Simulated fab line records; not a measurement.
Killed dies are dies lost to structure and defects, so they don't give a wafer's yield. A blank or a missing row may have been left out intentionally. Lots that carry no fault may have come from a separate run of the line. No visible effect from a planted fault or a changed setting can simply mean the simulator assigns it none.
Matching of chambers    flow n5Finfet    N5_BEOL_M10_ETCH_65 on rieDiel-03 has 4 sister chambers
The step etches SiARC in CF4, target depth 39 nm, time 65 s. 4 wafers are shown with their chamber, then 7 later ones without.

## WAFERS WITH THEIR CHAMBER
wafer   chamber  drypumpMotorCurrentA (A)
L702.6  3        6.3
L701.6  2        6.6
L708.1  1        5.1
L708.3  0        5.8

## WAFERS WITHOUT THEIR CHAMBER
wafer   drypumpMotorCurrentA (A)
L708.5  5.8
L711.1  5.2
L711.4  5.8
L711.6  6.6
L710.1  5.2
L710.3  5.8
L710.6  5.1

## EACH ONE'S CHAMBER
wafer   from the rows above  in truth
L708.5  0                    0
L711.1  1                    1
L711.4  0                    0
L711.6  2                    2
L710.1  1                    1
L710.3  0                    0
L710.6  1                    1
Correct placement for 7 of the 7. Not placeable from these rows: 0. Wrongly placed: 0.
How it was worked out, from the rows above alone: a wafer's distance from a chamber is the root of the sum, over the readings, of the square of ((its reading less the chamber's mean) divided by the reading's scatter). If the next closest chamber is less than 2 further off than the closest, the wafer can't be placed; otherwise it belongs to the closest. For every chamber, the mean is computed from those of its wafers that are shown. The scatter: with one shown wafer a chamber, the root of the mean of the squares of how far each hidden wafer lies from its nearest shown one.
